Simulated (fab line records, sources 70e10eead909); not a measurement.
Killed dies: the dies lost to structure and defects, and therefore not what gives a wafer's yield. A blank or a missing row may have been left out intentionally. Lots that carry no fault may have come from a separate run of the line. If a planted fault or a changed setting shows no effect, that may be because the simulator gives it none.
fab line records || flow nandHarc
record {"lots": 5, "wafers": 15, "lastDay": 33}
route steps=1302 shown A_DECK1_JOINT@518 END@1302
lots with no fault: from the same line, run without faults
startH: hours from the record's opening day to when the first of the lot's shown wafers began || waitH: hours since the lot's step before || " identical to the entry in the row above || L1.1+2: a row that stands for several wafers || - no value, or no start was given || * or withheld: withheld || < > ~ a bound
route shown NAME@n: a module of which the file shows steps, and the number in the route of the first || usual: mean and standard deviation over wafers with no fault || same: alike in all rows || chamber/n: place in a boat || sites: readings site by site || _std_site: standard deviation of those values || _edge_site: mean of outer sites minus mean of inner sites || radiusMm: how far each site lies from the wafer's centre || mask NAME#n: copy n || behind: the tool/chamber that last shaped the wafer || hold: what put the lot on hold/how long, in hours/how the hold closed || device: transistor that didn't switch, given as n, p or np || end of line: the tests these same wafers got at the end of their route || a step with no rows: only its recipe || killed: dies lost to structure and defects at the first sort, not the wafer's yield || map: the dies of a wafer, with x for killed, . for not killed, _ for no die there
set.NAME: the setting that was run; set.NAME@STEP: the one run at that earlier step || model.NAME: the simulator's own value behind a step, which no gauge read
lots seen at some steps along the route; tables by step, rows by wafer
services: a tool's chamber out of use, with start hour (startH, from the record's first day; less than 0 if before it), hours out, and reason
## steps
# step NHARC_A_DECK1_JOINT_ETCHBACK_07
# recipe {"targetDepthA": 1050, "timeS": 26.9, "hbrFlowSccm": 150, "rfW": 350, "icpW": 350, "biasW": 60, "chemistry": "HBr"}
# usual {"drypumpMotorCurrentA": "5.6/0.35", "hbrFlowSccm": "150.0/0.47", "oesProductAu": "1.002/0.0071", "runLengthS": "48.1/0.5", "throttleValvePct": "23.267/0.0094"}
{"lot.wafer": "L491.4", "tool": "rieSi-05", "chamber": 0, "startH": 240.60, "waitH": 0.1, "drypumpMotorCurrentA": 4.9, "hbrFlowSccm": 150.3, "oesProductAu": 0.998, "rfHoursCounterH": 0.7, "runLengthS": 48.1, "throttleValvePct": 23.288}
{"lot.wafer": "L491.2", "tool": "rieSi-05", "chamber": 1, "startH": 240.60, "waitH": 0.1, "drypumpMotorCurrentA": 5.1, "hbrFlowSccm": 150.7, "oesProductAu": 0.990, "rfHoursCounterH": 0.6, "runLengthS": 48.5, "throttleValvePct": 23.271}
{"lot.wafer": "L491.5", "tool": "rieSi-05", "chamber": 2, "startH": 240.60, "waitH": 0.1, "drypumpMotorCurrentA": 5.9, "hbrFlowSccm": 151.0, "oesProductAu": 0.995, "rfHoursCounterH": "-", "runLengthS": 47.6, "throttleValvePct": 23.277}
{"lot.wafer": "L495.1", "tool": "rieSi-03", "chamber": 3, "startH": 272.29, "waitH": 0.1, "drypumpMotorCurrentA": 5.5, "hbrFlowSccm": 150.2, "oesProductAu": 0.995, "rfHoursCounterH": 0.3, "runLengthS": 48.7, "throttleValvePct": 23.259}
{"lot.wafer": "L495.4", "tool": "rieSi-03", "chamber": 1, "startH": 272.29, "waitH": 0.1, "drypumpMotorCurrentA": 5.7, "hbrFlowSccm": 150.4, "oesProductAu": 0.998, "rfHoursCounterH": 0.3, "runLengthS": 47.8, "throttleValvePct": 23.259}
{"lot.wafer": "L495.5", "tool": "rieSi-03", "chamber": 2, "startH": 272.29, "waitH": 0.1, "drypumpMotorCurrentA": 5.3, "hbrFlowSccm": 149.4, "oesProductAu": 1.001, "rfHoursCounterH": "-", "runLengthS": 48.3, "throttleValvePct": 23.260}
{"lot.wafer": "L506.2", "tool": "rieSi-05", "chamber": 2, "startH": 389.76, "waitH": 0.1, "drypumpMotorCurrentA": 5.9, "hbrFlowSccm": 150.2, "oesProductAu": 0.994, "rfHoursCounterH": 0.5, "runLengthS": 47.6, "throttleValvePct": 23.283}
{"lot.wafer": "L506.1", "tool": "rieSi-05", "chamber": 0, "startH": 389.76, "waitH": 0.1, "drypumpMotorCurrentA": 5.0, "hbrFlowSccm": 150.4, "oesProductAu": 0.986, "rfHoursCounterH": 0.4, "runLengthS": 48.0, "throttleValvePct": 23.264}
{"lot.wafer": "L506.3", "tool": "rieSi-05", "chamber": 1, "startH": 389.76, "waitH": 0.1, "drypumpMotorCurrentA": 5.2, "hbrFlowSccm": 150.8, "oesProductAu": 1.004, "rfHoursCounterH": 0.5, "runLengthS": 48.2, "throttleValvePct": 23.271}
{"lot.wafer": "L509.1", "tool": "rieSi-03", "chamber": 3, "startH": 421.86, "waitH": 0.1, "drypumpMotorCurrentA": 5.5, "hbrFlowSccm": 150.0, "oesProductAu": 1.006, "rfHoursCounterH": 0.2, "runLengthS": 48.4, "throttleValvePct": 23.259}
{"lot.wafer": "L509.2", "tool": "rieSi-03", "chamber": 1, "startH": 421.86, "waitH": 0.1, "drypumpMotorCurrentA": 5.6, "hbrFlowSccm": 149.8, "oesProductAu": 1.006, "rfHoursCounterH": 0.1, "runLengthS": 47.9, "throttleValvePct": 23.251}
{"lot.wafer": "L509.6", "tool": "rieSi-03", "chamber": 3, "startH": 421.86, "waitH": 0.1, "drypumpMotorCurrentA": 5.5, "hbrFlowSccm": 150.2, "oesProductAu": 0.997, "rfHoursCounterH": "-", "runLengthS": 49.1, "throttleValvePct": 23.278}
{"lot.wafer": "L514.4", "tool": "rieSi-01", "chamber": 0, "startH": 464.83, "waitH": 0.1, "drypumpMotorCurrentA": 6.3, "hbrFlowSccm": 150.1, "oesProductAu": 0.998, "rfHoursCounterH": 0.5, "runLengthS": 48.4, "throttleValvePct": 23.271}
{"lot.wafer": "L514.1", "tool": "rieSi-01", "chamber": 1, "startH": 464.83, "waitH": 0.1, "drypumpMotorCurrentA": 5.4, "hbrFlowSccm": 149.6, "oesProductAu": 1.013, "rfHoursCounterH": 0.5, "runLengthS": 48.1, "throttleValvePct": 23.269}
{"lot.wafer": "L514.2", "tool": "rieSi-01", "chamber": 3, "startH": 464.83, "waitH": 0.1, "drypumpMotorCurrentA": 5.9, "hbrFlowSccm": 149.9, "oesProductAu": 1.001, "rfHoursCounterH": 0.6, "runLengthS": 47.9, "throttleValvePct": 23.267}
# step NHARC_A_DECK1_JOINT_ETCH_25
# recipe {"targetDepthA": 5, "chemistry": "dHF", "material": "SiO2"}
# step NHARC_A_DECK1_JOINT_ETCH_19
# recipe {"tempC": 25, "targetDepthA": 30, "chemistry": "TMAH", "material": "poly-Si"}
# step NHARC_A_DECK1_JOINT_ETCH_18
# recipe {"targetDepthA": 30, "chemistry": "dHF", "material": "SiO2"}
# step NHARC_A_DECK1_JOINT_WET_08
# recipe {"tempC": 160, "timeS": 86, "chemistry": "H3PO4"}
# step NHARC_A_DECK1_JOINT_ETCH_09
# recipe {"targetDepthA": 50, "chemistry": "dHF", "material": "SiO2"}
# step NHARC_A_DECK1_JOINT_WET_10
# recipe {"tempC": 160, "timeS": 86, "chemistry": "H3PO4"}
# step NHARC_A_DECK1_JOINT_ETCH_11
# recipe {"targetDepthA": 350, "chemistry": "dHF", "material": "SiO2"}
# step NHARC_A_DECK1_JOINT_CVD_12
# recipe {"targetThkA": 900, "tempC": 620, "pressureMtorr": 200, "timeS": 1800, "material": "poly-Si"}
# step NHARC_A_DECK1_JOINT_CMP_13
# recipe {"targetThkNm": 51.023}
# usual {"motorCurrentA": "12.2/1", "timeToEndpointS": "9.0/2"}
{"lot.wafer": "L491.2", "tool": "cmp-02", "chamber": 3, "startH": 250.75, "waitH": 0.4, "motorCurrentA": 10.4, "timeToEndpointS": 13.5}
{"lot.wafer": "L491.4", "tool": "cmp-02", "chamber": 1, "startH": 250.75, "waitH": 0.4, "motorCurrentA": 12.0, "timeToEndpointS": 10.7}
{"lot.wafer": "L491.5", "tool": "cmp-02", "chamber": 0, "startH": 250.75, "waitH": 0.4, "motorCurrentA": 13.4, "timeToEndpointS": 13.0}
{"lot.wafer": "L495.4", "tool": "cmp-02", "chamber": 3, "startH": 289.66, "waitH": 0.4, "motorCurrentA": 10.2, "timeToEndpointS": 9.9}
{"lot.wafer": "L495.1", "tool": "cmp-02", "chamber": 0, "startH": 289.66, "waitH": 0.4, "motorCurrentA": 12.9, "timeToEndpointS": 9.6}
{"lot.wafer": "L495.5", "tool": "cmp-02", "chamber": 3, "startH": 289.66, "waitH": 0.4, "motorCurrentA": 10.0, "timeToEndpointS": 8.8}
{"lot.wafer": "L506.1", "tool": "cmp-04", "chamber": 1, "startH": 403.56, "waitH": 0.4, "motorCurrentA": 13.1, "timeToEndpointS": 6.5}
{"lot.wafer": "L506.3", "tool": "cmp-04", "chamber": 2, "startH": 403.56, "waitH": 0.4, "motorCurrentA": 12.4, "timeToEndpointS": 10.8}
{"lot.wafer": "L506.2", "tool": "cmp-04", "chamber": 0, "startH": 403.56, "waitH": 0.4, "motorCurrentA": 12.4, "timeToEndpointS": 10.4}
{"lot.wafer": "L509.1", "tool": "cmp-02", "chamber": 3, "startH": 432.93, "waitH": 0.4, "motorCurrentA": 10.1, "timeToEndpointS": 11.0}
{"lot.wafer": "L509.2", "tool": "cmp-02", "chamber": 2, "startH": 432.93, "waitH": 0.4, "motorCurrentA": 11.8, "timeToEndpointS": 8.7}
{"lot.wafer": "L509.6", "tool": "cmp-02", "chamber": 0, "startH": 432.93, "waitH": 0.4, "motorCurrentA": 12.9, "timeToEndpointS": 12.8}
{"lot.wafer": "L514.4", "tool": "cmp-03", "chamber": 0, "startH": 475.68, "waitH": 0.4, "motorCurrentA": 13.5, "timeToEndpointS": 6.9}
{"lot.wafer": "L514.2", "tool": "cmp-03", "chamber": 1, "startH": 475.68, "waitH": 0.4, "motorCurrentA": 14.1, "timeToEndpointS": 7.9}
{"lot.wafer": "L514.1", "tool": "cmp-03", "chamber": 2, "startH": 475.68, "waitH": 0.4, "motorCurrentA": 12.6, "timeToEndpointS": 7.5}
# step NHARC_A_DECK1_JOINT_THK_MEAS_14
# recipe {"thkMeasGauge": "ellipsometry"}
# usual {"thkNm": "50.8/1.5"}
{"lot.wafer": "L491.2", "tool": "filmMetro-02", "chamber": "-", "startH": 251.01, "waitH": 0.2, "thkNm": 48.5}
{"lot.wafer": "L491.4", "tool": "filmMetro-02", "chamber": "-", "startH": 251.01, "waitH": 0.2, "thkNm": 46.9}
{"lot.wafer": "L491.5", "tool": "filmMetro-02", "chamber": "-", "startH": 251.01, "waitH": 0.2, "thkNm": 50.9}
{"lot.wafer": "L495.1", "tool": "filmMetro-01", "chamber": "-", "startH": 289.92, "waitH": 0.2, "thkNm": 51.6}
{"lot.wafer": "L495.4", "tool": "filmMetro-01", "chamber": "-", "startH": 289.92, "waitH": 0.2, "thkNm": 50.1}
{"lot.wafer": "L495.5", "tool": "filmMetro-01", "chamber": "-", "startH": 289.92, "waitH": 0.2, "thkNm": 51.1}
{"lot.wafer": "L506.1", "tool": "filmMetro-01", "chamber": "-", "startH": 403.81, "waitH": 0.2, "thkNm": 51.1}
{"lot.wafer": "L506.2", "tool": "filmMetro-01", "chamber": "-", "startH": 403.81, "waitH": 0.2, "thkNm": 52.3}
{"lot.wafer": "L506.3", "tool": "filmMetro-01", "chamber": "-", "startH": 403.81, "waitH": 0.2, "thkNm": 52.0}
{"lot.wafer": "L509.1", "tool": "filmMetro-02", "chamber": "-", "startH": 433.18, "waitH": 0.2, "thkNm": 52.4}
{"lot.wafer": "L509.2", "tool": "filmMetro-02", "chamber": "-", "startH": 433.18, "waitH": 0.2, "thkNm": 51.7}
{"lot.wafer": "L509.6", "tool": "filmMetro-02", "chamber": "-", "startH": 433.18, "waitH": 0.2, "thkNm": 49.3}
{"lot.wafer": "L514.1", "tool": "filmMetro-02", "chamber": "-", "startH": 475.93, "waitH": 0.2, "thkNm": 48.5}
{"lot.wafer": "L514.2", "tool": "filmMetro-02", "chamber": "-", "startH": 475.93, "waitH": 0.2, "thkNm": 51.4}
{"lot.wafer": "L514.4", "tool": "filmMetro-02", "chamber": "-", "startH": 475.93, "waitH": 0.2, "thkNm": 49.5}
# step NHARC_A_DECK1_JOINT_SRD_04
# step NHARC_A_DECK1_JOINT_ETCHBACK_00
# recipe {"targetDepthA": 300, "timeS": 17.4, "hbrFlowSccm": 150, "rfW": 350, "icpW": 350, "biasW": 60, "chemistry": "HBr"}
# usual {"drypumpMotorCurrentA": "5.6/0.33", "hbrFlowSccm": "150.0/0.46", "oesProductAu": "1.001/0.009", "runLengthS": "38.5/0.44", "throttleValvePct": "23.265/0.0099"}
{"lot.wafer": "L491.2", "tool": "rieSi-03", "chamber": 3, "startH": 251.13, "waitH": 0.1, "drypumpMotorCurrentA": 5.5, "hbrFlowSccm": 150.1, "oesProductAu": 1.001, "rfHoursCounterH": 0.10, "runLengthS": 39.7, "throttleValvePct": 23.255}
{"lot.wafer": "L491.4", "tool": "rieSi-03", "chamber": 1, "startH": 251.13, "waitH": 0.1, "drypumpMotorCurrentA": 5.7, "hbrFlowSccm": 149.7, "oesProductAu": 0.994, "rfHoursCounterH": 0.15, "runLengthS": 38.7, "throttleValvePct": 23.267}
{"lot.wafer": "L491.5", "tool": "rieSi-03", "chamber": 0, "startH": 251.13, "waitH": 0.1, "drypumpMotorCurrentA": 5.5, "hbrFlowSccm": 149.9, "oesProductAu": 1.009, "rfHoursCounterH": "-", "runLengthS": 38.2, "throttleValvePct": 23.262}
{"lot.wafer": "L495.4", "tool": "rieSi-03", "chamber": 3, "startH": 290.05, "waitH": 0.1, "drypumpMotorCurrentA": 5.5, "hbrFlowSccm": 149.4, "oesProductAu": 1.007, "rfHoursCounterH": 0.39, "runLengthS": 33.6, "throttleValvePct": 23.271}
{"lot.wafer": "L495.1", "tool": "rieSi-03", "chamber": 2, "startH": 290.05, "waitH": 0.1, "drypumpMotorCurrentA": 5.3, "hbrFlowSccm": 150.4, "oesProductAu": 1.018, "rfHoursCounterH": 0.36, "runLengthS": 38.6, "throttleValvePct": 23.271}
{"lot.wafer": "L495.5", "tool": "rieSi-03", "chamber": 3, "startH": 290.05, "waitH": 0.1, "drypumpMotorCurrentA": 5.5, "hbrFlowSccm": 149.4, "oesProductAu": 1.018, "rfHoursCounterH": "-", "runLengthS": 39.2, "throttleValvePct": 23.254}
{"lot.wafer": "L506.1", "tool": "rieSi-05", "chamber": 0, "startH": 403.96, "waitH": 0.1, "drypumpMotorCurrentA": 5.0, "hbrFlowSccm": 150.3, "oesProductAu": 1.008, "rfHoursCounterH": 0.51, "runLengthS": 38.4, "throttleValvePct": 23.253}
{"lot.wafer": "L506.3", "tool": "rieSi-05", "chamber": 1, "startH": 403.96, "waitH": 0.1, "drypumpMotorCurrentA": 5.2, "hbrFlowSccm": 150.6, "oesProductAu": 1.002, "rfHoursCounterH": 0.63, "runLengthS": 38.6, "throttleValvePct": 23.265}
{"lot.wafer": "L506.2", "tool": "rieSi-05", "chamber": 2, "startH": 403.96, "waitH": 0.1, "drypumpMotorCurrentA": 5.9, "hbrFlowSccm": 150.0, "oesProductAu": 1.001, "rfHoursCounterH": 0.67, "runLengthS": 37.7, "throttleValvePct": 23.264}
{"lot.wafer": "L509.1", "tool": "rieSi-03", "chamber": 1, "startH": 433.31, "waitH": 0.1, "drypumpMotorCurrentA": 5.7, "hbrFlowSccm": 150.5, "oesProductAu": 0.997, "rfHoursCounterH": 0.15, "runLengthS": 38.7, "throttleValvePct": 23.262}
{"lot.wafer": "L509.2", "tool": "rieSi-03", "chamber": 2, "startH": 433.31, "waitH": 0.1, "drypumpMotorCurrentA": 5.3, "hbrFlowSccm": 150.1, "oesProductAu": 1.000, "rfHoursCounterH": 0.23, "runLengthS": 38.6, "throttleValvePct": 23.260}
{"lot.wafer": "L509.6", "tool": "rieSi-03", "chamber": 1, "startH": 433.31, "waitH": 0.1, "drypumpMotorCurrentA": 5.7, "hbrFlowSccm": 150.1, "oesProductAu": 0.999, "rfHoursCounterH": "-", "runLengthS": 39.0, "throttleValvePct": 23.239}
{"lot.wafer": "L514.1", "tool": "rieSi-03", "chamber": 3, "startH": 476.06, "waitH": 0.1, "drypumpMotorCurrentA": 5.5, "hbrFlowSccm": 150.0, "oesProductAu": 0.999, "rfHoursCounterH": 0.58, "runLengthS": 39.3, "throttleValvePct": 23.278}
{"lot.wafer": "L514.4", "tool": "rieSi-03", "chamber": 0, "startH": 476.06, "waitH": 0.1, "drypumpMotorCurrentA": 5.5, "hbrFlowSccm": 150.1, "oesProductAu": 1.003, "rfHoursCounterH": 0.47, "runLengthS": 38.2, "throttleValvePct": 23.261}
{"lot.wafer": "L514.2", "tool": "rieSi-03", "chamber": 1, "startH": 476.06, "waitH": 0.1, "drypumpMotorCurrentA": 5.7, "hbrFlowSccm": 150.7, "oesProductAu": 0.993, "rfHoursCounterH": 0.38, "runLengthS": 38.5, "throttleValvePct": 23.268}
# step NHARC_A_DECK1_JOINT_PRECLEAN_30
# recipe {"timeS": "*", "tempC": 50, "bathAgeMin": 0, "chemistry": "SC1"}
# step NHARC_END_SORT_01
# recipe {"tempC": 25}
# usual {"killedAtArray": "52/20", "killedAtOther": "1.0/1.3", "killedAtPeriphery": "3.7/2.2", "killedDies": "57/20", "killedOpen": "3.2/1.6", "killedShort": "2.4/1.6"}
# same {"grossDies": 677}
{"lot.wafer": "L495.1", "tool": "prober-01", "chamber": 0, "startH": 616.00, "waitH": 2.5, "killedAtArray": 20, "killedAtOther": 0, "killedAtPeriphery": 2, "killedDies": 22, "killedOpen": 1, "killedShort": 3}
{"lot.wafer": "L495.4", "tool": "prober-01", "chamber": 0, "startH": 618.40, "waitH": 3.4, "killedAtArray": 30, "killedAtOther": 1, "killedAtPeriphery": 3, "killedDies": 34, "killedOpen": 2, "killedShort": 0}
{"lot.wafer": "L495.5", "tool": "prober-01", "chamber": 0, "startH": 619.20, "waitH": 3.7, "killedAtArray": 25, "killedAtOther": 1, "killedAtPeriphery": 3, "killedDies": 29, "killedOpen": 1, "killedShort": 4}
{"lot.wafer": "L506.1", "tool": "prober-01", "chamber": 0, "startH": 719.14, "waitH": 2.5, "killedAtArray": 69, "killedAtOther": 2, "killedAtPeriphery": 2, "killedDies": 73, "killedOpen": 1, "killedShort": 2}
{"lot.wafer": "L506.2", "tool": "prober-01", "chamber": 0, "startH": 719.94, "waitH": 2.8, "killedAtArray": 62, "killedAtOther": 3, "killedAtPeriphery": 0, "killedDies": 65, "killedOpen": 4, "killedShort": 5}
{"lot.wafer": "L506.3", "tool": "prober-01", "chamber": 0, "startH": 720.74, "waitH": 3.1, "killedAtArray": 67, "killedAtOther": 2, "killedAtPeriphery": 4, "killedDies": 73, "killedOpen": 4, "killedShort": 3}
{"lot.wafer": "L509.1", "tool": "prober-02", "chamber": 0, "startH": 747.33, "waitH": 2.4, "killedAtArray": 43, "killedAtOther": 2, "killedAtPeriphery": 3, "killedDies": 48, "killedOpen": 3, "killedShort": 4}
{"lot.wafer": "L509.2", "tool": "prober-02", "chamber": 0, "startH": 748.12, "waitH": 2.7, "killedAtArray": 51, "killedAtOther": 3, "killedAtPeriphery": 2, "killedDies": 56, "killedOpen": 2, "killedShort": 3}
{"lot.wafer": "L509.6", "tool": "prober-02", "chamber": 0, "startH": 751.26, "waitH": 3.9, "killedAtArray": 44, "killedAtOther": 0, "killedAtPeriphery": 1, "killedDies": 45, "killedOpen": 4, "killedShort": 3}
# killed by level:class
L495.1 A_CHANNEL_HOLE_D2:chamberFilmFlake=9 A_CONTACT:chamberFilmFlake=4 A_CHANNEL_HOLE_D1:chamberFilmFlake=2 P_CONTACT:geometricParticle:open=1 A_ONON_D1:geometricParticle:short=1 A_ONON_D2:geometricParticle:short=1 A_M0:geometricParticle:short=1 P_GATE:chamberFilmFlake=1
L495.4 A_CHANNEL_HOLE_D2:chamberFilmFlake=13 A_STAIRCASE:chamberFilmFlake=4 P_GATE:chamberFilmFlake=3 A_CHANNEL_HOLE_D1:chamberFilmFlake=3 A_BLC:chamberFilmFlake=3 A_CONTACT:chamberFilmFlake=2 A_ONON_D2:geometricParticle:open=1 A_CONTACT:geometricParticle:open=1
L495.5 A_CHANNEL_HOLE_D2:chamberFilmFlake=8 A_CONTACT:chamberFilmFlake=5 P_M0:geometricParticle:short=2 A_CHANNEL_HOLE_D1:chamberFilmFlake=2 A_CHANNEL_FILL_D2:chamberFilmFlake=2 A_STAIRCASE:chamberFilmFlake=2 A_SLIT:chamberFilmFlake=2 A_CHANNEL_FILL_D1:geometricParticle:short=1
L506.1 A_CHANNEL_HOLE_D1:chamberFilmFlake=26 A_CHANNEL_HOLE_D2:chamberFilmFlake=20 A_CONTACT:chamberFilmFlake=9 A_STAIRCASE:chamberFilmFlake=4 A_SLIT:chamberFilmFlake=4 P_STI:chamberFilmFlake=2 A_ONON_D1:geometricParticle:short=1 A_M0:geometricParticle:open=1
L506.2 A_CHANNEL_HOLE_D1:chamberFilmFlake=20 A_CHANNEL_HOLE_D2:chamberFilmFlake=15 A_CONTACT:chamberFilmFlake=10 A_SLIT:chamberFilmFlake=6 A_CHANNEL_FILL_D1:geometricParticle:short=2 A_DECK1_JOINT:geometricParticle:open=2 A_STAIRCASE:chamberFilmFlake=2 THIN_TSV:chamberFilmFlake=2
L506.3 A_CHANNEL_HOLE_D1:chamberFilmFlake=27 A_CHANNEL_HOLE_D2:chamberFilmFlake=18 A_CONTACT:chamberFilmFlake=12 A_STAIRCASE:chamberFilmFlake=4 P_M0:geometricParticle:open=2 A_ONON_D2:geometricParticle:short=2 THIN_TSV:chamberFilmFlake=2 P_CONTACT:geometricParticle:short=1
L509.1 A_CHANNEL_HOLE_D2:chamberFilmFlake=16 A_CHANNEL_HOLE_D1:chamberFilmFlake=7 A_SLIT:chamberFilmFlake=5 A_CONTACT:chamberFilmFlake=4 A_M1:chamberFilmFlake=3 A_ONON_D1:geometricParticle:short=2 THIN_TSV:chamberFilmFlake=2 P_GATE:geometricParticle:short=1
L509.2 A_CHANNEL_HOLE_D2:chamberFilmFlake=24 A_CHANNEL_HOLE_D1:chamberFilmFlake=10 A_SLIT:chamberFilmFlake=6 A_CONTACT:chamberFilmFlake=5 THIN_TSV:chamberFilmFlake=3 A_CHANNEL_FILL_D1:chamberFilmFlake=2 P_GATE:geometricParticle:short=1 A_CHANNEL_HOLE_D1:geometricParticle:short=1
L509.6 A_CHANNEL_HOLE_D2:chamberFilmFlake=18 A_CHANNEL_HOLE_D1:chamberFilmFlake=7 A_CHANNEL_FILL_D1:chamberFilmFlake=4 A_CONTACT:chamberFilmFlake=4 A_ONON_D1:geometricParticle:open=2 A_STAIRCASE:chamberFilmFlake=2 P_M0:geometricParticle:short=1 A_ONON_D1:geometricParticle:short=1
## services
{"tool": "cmp-03", "chamber": "-", "startH": 218.87, "hours": 0.4, "kind": "repair"}
{"tool": "rieSi-03", "chamber": "-", "startH": 221.00, "hours": 9.0, "kind": "pm"}
{"tool": "rieSi-03", "chamber": 0, "startH": 221.00, "hours": 9.0, "kind": "ventCycle"}
{"tool": "rieSi-03", "chamber": 1, "startH": 221.00, "hours": 9.0, "kind": "ventCycle"}
{"tool": "cmp-04", "chamber": "-", "startH": 232.08, "hours": 4.0, "kind": "pm"}
{"tool": "cmp-02", "chamber": "-", "startH": 232.50, "hours": 4.0, "kind": "pm"}
{"tool": "cmp-03", "chamber": "-", "startH": 260.10, "hours": 4.0, "kind": "pm"}
{"tool": "cmp-02", "chamber": "-", "startH": 269.85, "hours": 1.0, "kind": "repair"}
{"tool": "cmp-03", "chamber": "-", "startH": 299.83, "hours": 0.5, "kind": "repair"}
{"tool": "rieSi-05", "chamber": "-", "startH": 305.00, "hours": 9.0, "kind": "pm"}
{"tool": "cmp-03", "chamber": "-", "startH": 309.96, "hours": 2.1, "kind": "repair"}
{"tool": "cmp-04", "chamber": "-", "startH": 330.08, "hours": 4.0, "kind": "pm"}
{"tool": "cmp-02", "chamber": "-", "startH": 330.50, "hours": 4.0, "kind": "pm"}
{"tool": "cmp-02", "chamber": "-", "startH": 343.56, "hours": 4.6, "kind": "repair"}
{"tool": "cmp-03", "chamber": "-", "startH": 358.10, "hours": 4.0, "kind": "pm"}
{"tool": "rieSi-01", "chamber": "-", "startH": 370.00, "hours": 9.0, "kind": "pm"}
{"tool": "cmp-02", "chamber": "-", "startH": 397.61, "hours": 0.4, "kind": "repair"}
{"tool": "rieSi-03", "chamber": "-", "startH": 398.00, "hours": 9.0, "kind": "pm"}
{"tool": "cmp-04", "chamber": "-", "startH": 413.83, "hours": 0.5, "kind": "repair"}
{"tool": "cmp-04", "chamber": "-", "startH": 428.08, "hours": 4.0, "kind": "pm"}
{"tool": "cmp-02", "chamber": "-", "startH": 428.50, "hours": 4.0, "kind": "pm"}
{"tool": "cmp-04", "chamber": "-", "startH": 442.99, "hours": 4.3, "kind": "repair"}
{"tool": "cmp-03", "chamber": "-", "startH": 456.10, "hours": 4.0, "kind": "pm"}
{"tool": "rieSi-03", "chamber": 2, "startH": 470.93, "hours": 2.3, "kind": "repair"}
## key
firstSign {"step": "NHARC_A_DECK1_JOINT_ETCHBACK_00", "reading": "runLengthS", "direction": "down", "sigmas": 11, "usual": "*", "struck": "*"}
effect none on later readings
metAt NHARC_A_DECK1_JOINT_ETCHBACK_00
struckWafers L495.4
testerLeftOut L495
onsetBetween 251.13 290.05
fault {"kind": "processParameterDrift", "tool": "rieSi-03", "chamber": "-", "onsetH": 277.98, "steps": "NHARC_A_DECK1_JOINT_ETCHBACK_00", "channel": "timeS", "offset": "*", "shape": "step", "endH": 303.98, "scope": "struckWafersOnly", "actsIn": "*", "stated": "*"}
# testerLeftOut: of these lots the tester's yield and bins aren't shown, on N5 and GAA mostly nor the transistor test; their killed dies are dies lost to structure and defects alone, not to doping, threshold or leakage, so they don't give the yield
